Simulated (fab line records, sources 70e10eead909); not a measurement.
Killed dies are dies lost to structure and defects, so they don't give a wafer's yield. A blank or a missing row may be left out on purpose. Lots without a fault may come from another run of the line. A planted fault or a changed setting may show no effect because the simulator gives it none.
Problem report in the 8D (eight disciplines) form, filled by code | flow nand_harc | the parts of the form that need people (team, actions taken, sign-off) are left out

1. THE PROBLEM
sort_bin_2_pct at NHARC_END_SORT_01 reads a mean of 97.7 % on 3 wafers of 2 lots; wafers without a fault read 1.3 % with a standard deviation of 0.6. That is +99 or more standard deviations from the usual mean.
First seen on wafer L251.4, day 20 18:54, on prober-02. The record holds 6 wafers of 2 lots with a number at this step. Rule for "out", or "out of limits": more than 4 standard deviations from the usual mean. The other wafers with a number count as sound.

2. WHAT IT IS AND WHAT IT IS NOT
question                    | is                                                                                                                  | is not
which readings at this step | sort_bin_2_pct, defect_limited_yield, killed_at_array, killed_dies, sort_n_pass, sort_rim_yield_pct, sort_yield_pct | killed_at_other, killed_at_periphery, killed_short, sort_bin_3_pct, sort_bin_4_pct
which lots                  | L251, L252                                                                                                          | -
which wafers of those lots  | L251.4, L251.6, L252.3                                                                                              | L251.1, L252.1, L252.5
read on which gauges        | prober-02                                                                                                           | -
when                        | from day 20 18:54                                                                                                   | up to then (1 sound wafer); but 2 sound wafers of L252 came after

3. SUSPECTS, AND WHAT RULES EACH OUT
Counting: a tool at a process step up to the reading stays a suspect if it ran every lot that is out. Sound lots after the first of them don't rule it out here, since some wafers of a struck lot are sound.
- the gauge at NHARC_END_SORT_01: kept. All the wafers that are out were read on prober-02, and no step on other tools shows them out.
- pecvd-01 at NHARC_A_M1_DEP_00 (deposits SiOC, target thk 182.5 nm): kept. It ran every lot that is out, first L251 (day 18 06:59).
- rie_si-02 at NHARC_THIN_TSV_ETCH_15 (target depth 3000 nm, bosch target overetch cycles 2, bosch etch step 2.8 s): kept. It ran every lot that is out, first L251 (day 19 07:16).
Left after counting: pecvd-01 at NHARC_A_M1_DEP_00, rie_si-02 at NHARC_THIN_TSV_ETCH_15, prober-02 at NHARC_END_SORT_01.

4. THE CAUSE (what the simulator had put in)
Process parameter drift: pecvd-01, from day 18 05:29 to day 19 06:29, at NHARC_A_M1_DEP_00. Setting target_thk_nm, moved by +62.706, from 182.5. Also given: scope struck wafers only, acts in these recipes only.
Counting left 3 suspects, and this tool is among them.

5. THE CHAIN OF EFFECTS, in route order
Each row: a reading whose mean over the struck wafers that have a number lies more than 3 standard deviations from the usual. Only readings for which the record gives a usual standard deviation are gone through. hours: the time from each lot's start at the first step in this table that gives one to its start at this step, as a median over the lots. sigmas: the change in usual standard deviations.
hours | step              | reading              | usual  | on struck wafers | change | sigmas
0     | NHARC_END_SORT_01 | defect_limited_yield | 95.7 % | 0.0              | -95.7  | -64
0     | NHARC_END_SORT_01 | killed_at_array      | 25     | 674              | +649   | +66
0     | NHARC_END_SORT_01 | killed_dies          | 29     | 677              | +648   | +65
0     | NHARC_END_SORT_01 | sort_bin_2_pct       | 1.3 %  | 97.7             | +96.4  | +99 or more
0     | NHARC_END_SORT_01 | sort_n_pass          | 648    | 0                | -648   | -65
0     | NHARC_END_SORT_01 | sort_rim_yield_pct   | 95 %   | 0                | -95    | -30
0     | NHARC_END_SORT_01 | sort_yield_pct       | 95.7 % | 0.0              | -95.7  | -64

6. WHAT WOULD HAVE CAUGHT IT SOONER
In this record the first reading out of limits at a measuring or inspecting step was taken at day 20 18:54, 61 hours after the fault began at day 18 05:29.
All the lots that are out (2) had begun NHARC_A_M1_DEP_00 on pecvd-01 by day 20 18:54. A hold on the tool at that time would have spared none of them.
